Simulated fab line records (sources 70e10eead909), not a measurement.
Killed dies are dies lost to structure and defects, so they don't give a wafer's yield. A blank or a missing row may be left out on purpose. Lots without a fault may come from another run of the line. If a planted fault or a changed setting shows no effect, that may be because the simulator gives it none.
Chamber matching || flow nandHarc || rieDiel-12 running NHARC_A_SGD_CUT_DESCUM_14: 4 sister chambers
The step chemistry O2, time 3 s. 7 wafers are shown with their chamber, then 7 later ones without.

## WAFERS WITH THEIR CHAMBER
{"wafer": "L084.5", "chamber": 1, "drypumpMotorCurrentA (A)": 5.5, "oesProductAu (a.u.)": 1.002}
{"wafer": "L084.6", "chamber": 2, "drypumpMotorCurrentA (A)": 5.7, "oesProductAu (a.u.)": 0.995}
{"wafer": "L085.1", "chamber": 1, "drypumpMotorCurrentA (A)": 5.5, "oesProductAu (a.u.)": 1.001}
{"wafer": "L085.3", "chamber": 0, "drypumpMotorCurrentA (A)": 6.7, "oesProductAu (a.u.)": 0.992}
{"wafer": "L085.5", "chamber": 0, "drypumpMotorCurrentA (A)": 6.7, "oesProductAu (a.u.)": 1.006}
{"wafer": "L091.1", "chamber": 3, "drypumpMotorCurrentA (A)": 5.7, "oesProductAu (a.u.)": 0.989}
{"wafer": "L091.2", "chamber": 2, "drypumpMotorCurrentA (A)": 5.8, "oesProductAu (a.u.)": 0.995}

## WAFERS WHOSE CHAMBER IS MISSING
{"wafer": "L091.3", "drypumpMotorCurrentA (A)": 6.7, "oesProductAu (a.u.)": 0.998}
{"wafer": "L092.1", "drypumpMotorCurrentA (A)": 5.4, "oesProductAu (a.u.)": 0.995}
{"wafer": "L092.4", "drypumpMotorCurrentA (A)": 5.7, "oesProductAu (a.u.)": 0.998}
{"wafer": "L092.5", "drypumpMotorCurrentA (A)": 5.4, "oesProductAu (a.u.)": 0.995}
{"wafer": "L095.1", "drypumpMotorCurrentA (A)": 5.7, "oesProductAu (a.u.)": 0.993}
{"wafer": "L095.2", "drypumpMotorCurrentA (A)": 5.4, "oesProductAu (a.u.)": 0.997}
{"wafer": "L095.3", "drypumpMotorCurrentA (A)": 5.8, "oesProductAu (a.u.)": 0.999}

## EACH ONE'S CHAMBER
{"wafer": "L091.3", "from the rows above": 0, "in truth": 0}
{"wafer": "L092.1", "from the rows above": 1, "in truth": 1}
{"wafer": "L092.4", "from the rows above": "can't be placed: 2 or 3", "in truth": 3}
{"wafer": "L092.5", "from the rows above": 1, "in truth": 1}
{"wafer": "L095.1", "from the rows above": "can't be placed: 3 or 2", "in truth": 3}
{"wafer": "L095.2", "from the rows above": 1, "in truth": 1}
{"wafer": "L095.3", "from the rows above": "can't be placed: 2 or 3", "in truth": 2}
4 of 7 placed correctly. These rows do not allow placing 3 (true chamber among the candidates in 3). Wrongly placed: 0.
How it was worked out, from the rows above alone: a wafer's distance from a chamber is the root of the sum, over the readings, of the square of ((its reading less the chamber's mean) divided by the reading's scatter). If the next closest chamber is less than 2 further off than the closest, the wafer can't be placed; otherwise it belongs to the closest. For every chamber, the mean is computed from those of its wafers that are shown. How the scatter is found: for the shown wafers, subtract from each reading the mean of its chamber, square and add these, divide the total by (wafers less chambers), then take the root.
